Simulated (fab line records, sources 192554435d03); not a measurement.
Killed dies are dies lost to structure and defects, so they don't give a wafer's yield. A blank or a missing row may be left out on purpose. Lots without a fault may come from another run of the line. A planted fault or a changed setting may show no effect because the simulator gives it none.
Chamber matching | flow n5_finfet | N5_BEOL_M13_ETCH_67 on rie_diel-01: 4 sister chambers
The step etches SiARC in CF4, target depth 143 nm, time 238.3 s. 4 wafers are shown with their chamber, then 9 later ones without.

WAFERS WITH THEIR CHAMBER
wafer  | chamber | showerhead_plenum_p_Torr (Torr)
L084.5 | 1       | 2.13
L086.6 | 2       | 2.26
L085.3 | 3       | 2.08
L085.6 | 0       | 2.06

WAFERS WITHOUT THEIR CHAMBER
wafer  | showerhead_plenum_p_Torr (Torr)
L088.3 | 2.12
L088.5 | 2.06
L088.6 | 2.12
L093.3 | 2.06
L093.5 | 2.25
L093.6 | 2.08
L079.1 | 2.05
L079.2 | 2.12
L079.6 | 2.05

WHICH CHAMBER EACH WENT THROUGH
wafer  | from the rows above | in truth
L088.3 | 1                   | 1
L088.5 | 0                   | 0
L088.6 | 1                   | 1
L093.3 | 0                   | 0
L093.5 | 2                   | 2
L093.6 | 3                   | 3
L079.1 | 0                   | 0
L079.2 | 1                   | 1
L079.6 | 0                   | 0
Placed correctly: 9 of 9. Can't be placed from these rows: 0. Placed wrongly: 0.
How it was worked out, from the rows above alone: a wafer's distance from a chamber is the root of the sum, over the readings, of the square of ((its reading less the chamber's mean) divided by the reading's scatter). The wafer belongs to the nearest chamber; if the next one is less than 2 further off, it can't be placed. A chamber's mean is the mean of its shown wafers. The scatter: with one shown wafer a chamber, the root of the mean of the squares of how far each hidden wafer lies from its nearest shown one.
